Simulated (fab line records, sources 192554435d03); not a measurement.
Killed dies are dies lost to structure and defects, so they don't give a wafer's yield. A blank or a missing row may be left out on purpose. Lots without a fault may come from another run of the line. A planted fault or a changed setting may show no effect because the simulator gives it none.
Chamber matching | flow n5_finfet | N5_BEOL_M3_ETCH_69 on rie_diel-02: 4 sister chambers
The step etches SiARC in CF4, target depth 15.6 nm, time 26 s. 14 wafers are shown with their chamber, then 7 later ones without.

WAFERS WITH THEIR CHAMBER
wafer  | chamber | showerhead_plenum_p_Torr (Torr) | etch_rf_on_time_s (s) | rf_vpp_V (V)
L076.1 | 2       | 2.19                            | 25.9                  | 186.2
L076.2 | 1       | 2.20                            | 26.7                  | 184.3
L076.5 | 3       | 2.10                            | 26.8                  | 184.3
L080.1 | 3       | 2.10                            | 26.8                  | 184.2
L080.4 | 3       | 2.10                            | 26.8                  | 182.8
L080.5 | 2       | 2.19                            | 26.0                  | 184.2
L082.1 | 2       | 2.19                            | 25.8                  | 183.7
L082.4 | 2       | 2.19                            | 26.0                  | 183.7
L082.5 | 1       | 2.19                            | 26.7                  | 183.6
L085.2 | 3       | 2.10                            | 25.5                  | 182.9
L085.3 | 1       | 2.19                            | 26.3                  | 186.1
L085.5 | 3       | 2.10                            | 25.3                  | 183.5
L088.1 | 0       | 2.04                            | 27.0                  | 182.3
L088.2 | 3       | 2.09                            | 25.3                  | 182.9

SIGNATURES (means of the wafers above)
reading                  | chamber 0 | chamber 1 | chamber 2 | chamber 3 | scatter within a chamber
showerhead_plenum_p_Torr | 2.0400    | 2.1933    | 2.1900    | 2.0983    | 0.00387
etch_rf_on_time_s        | 27.000    | 26.567    | 25.925    | 26.083    | 0.569
rf_vpp_V                 | 182.300   | 184.667   | 184.450   | 183.433   | 0.994
Rule: a wafer's distance from a chamber is the root of the sum, over the readings, of the square of ((its reading less the chamber's mean) divided by the reading's scatter). The wafer belongs to the nearest chamber; if the next one is less than 2 further off, it can't be placed. The scatter: the root of (the sum of the squares of (reading less its chamber's mean) over the shown wafers, divided by (wafers less chambers)).

WAFERS WITHOUT THEIR CHAMBER
wafer  | showerhead_plenum_p_Torr (Torr) | etch_rf_on_time_s (s) | rf_vpp_V (V)
L088.3 | 2.19                            | 25.6                  | 184.4
L090.1 | 2.19                            | 26.6                  | 184.4
L090.2 | 2.04                            | 27.0                  | 183.6
L090.6 | 2.09                            | 25.4                  | 181.6
L094.1 | 2.04                            | 26.8                  | 182.4
L094.2 | 2.19                            | 26.0                  | 185.8
L094.4 | 2.19                            | 26.8                  | 184.6

WHICH CHAMBER EACH WENT THROUGH
wafer  | from the rows above     | in truth
L088.3 | can't be placed: 2 or 1 | 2
L090.1 | can't be placed: 1 or 2 | 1
L090.2 | 0                       | 0
L090.6 | 3                       | 3
L094.1 | 0                       | 0
L094.2 | can't be placed: 2 or 1 | 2
L094.4 | can't be placed: 1 or 2 | 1
Placed correctly: 3 of 7. Can't be placed from these rows: 4 (the true chamber is among the candidates in 4). Placed wrongly: 0.
